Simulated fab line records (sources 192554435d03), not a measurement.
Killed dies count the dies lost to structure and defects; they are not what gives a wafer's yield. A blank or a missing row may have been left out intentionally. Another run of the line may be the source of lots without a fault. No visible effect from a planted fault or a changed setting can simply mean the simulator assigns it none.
Problem report, 8D (eight disciplines) form, completed by code / flow n5Finfet / the parts of the form that need people (team, actions taken, sign-off) are left out

1. THE PROBLEM
Mean of plateTempC at N5_BEOL_M2_COAT_61: 231.02 C across 6 wafers in 2 lots; on wafers with no fault it is 249.98 C (standard deviation 0.17). So: -99 or more standard deviations from the usual mean.
The step: time 60 s, resist thk 60 nm.
The first sign was on wafer L169.3 at day 8 04:34, on lithoTrack-02. Wafers with a number at this step in the record: 18, from 6 lots. By rule, "out" or "out of limits" means more than 4 standard deviations away from the usual mean. The rest of the wafers with a number are treated as sound.

2. WHAT IT IS AND WHAT IT IS NOT
question=which readings at this step | is=plateTempC, heaterPowerTotalW | is not=-
question=which lots | is=L169, L170 | is not=L165, L182, L185, L186
question=which wafers of those lots | is=all that have a number | is not=-
question=read on which tools | is=lithoTrack-02 | is not=lithoTrack-03, lithoTrack-04
question=when | is=from day 8 04:34 | is not=up to then (3 sound wafers); but 9 sound wafers of L182, L185, L186 came after

3. SUSPECTS, AND WHAT RULES EACH OUT
Counting: a tool at a process step up to the reading stays a suspect if it ran every lot that is out and no sound lot after the first of them.
- pvdSputter-01 at N5_BEOL_M2_HM_DEP_02 (deposits TiN, target thk 20 nm): kept. Every lot that is out went through it, starting with L169 (day 8 04:26), and after that it ran no sound lot; the last sound lot it ran before then is L165 (day 7 22:34).
- lithoTrack-02 at N5_BEOL_M2_COAT_61 (time 60 s, resist thk 60 nm): kept. Every lot that is out went through it, starting with L169 (day 8 04:34), and after that it ran no sound lot; the last sound lot it ran before then is L165 (day 7 22:42). Its own readings are out on those wafers: heaterPowerTotalW, plateTempC.
The count leaves lithoTrack-02 at N5_BEOL_M2_COAT_61 and pvdSputter-01 at N5_BEOL_M2_HM_DEP_02.

4. THE CAUSE (what the simulator had put in)
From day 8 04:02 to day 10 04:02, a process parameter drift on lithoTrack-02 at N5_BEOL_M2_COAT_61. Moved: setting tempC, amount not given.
Counting leaves 2 suspects; this tool is one of them.

5. SEQUENCE OF EFFECTS, ordered by route
Rows list readings where the struck wafers' mean (over those with a number) sits beyond 3 standard deviations from the usual. Scope: only readings with a usual standard deviation given in the record; hours: median across lots of the time from each lot's start at the first step in this table that gives one to its start at this step; sigmas: change in usual standard deviations.
hours=0; step=N5_BEOL_M2_COAT_61; reading=heaterPowerTotalW; usual=500.6 W; on struck wafers=453.3; change=-47.3; sigmas=-26
hours=0; step=N5_BEOL_M2_COAT_61; reading=plateTempC; usual=249.98 C; on struck wafers=231.02; change=-18.96; sigmas=-99 or more
Here are the process steps it includes:
- N5_BEOL_M2_COAT_61: time 60 s, resist thk 60 nm.
Later measuring or inspecting steps at which every struck wafer that the step has a row for has a number for every such reading, and none has moved that far: N5_BEOL_M4_RC_MEAS_101.

6. WHAT WOULD HAVE CAUGHT IT SOONER
In this record the first reading out of limits was taken at day 8 04:34, 1 hour after the fault began at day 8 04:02.
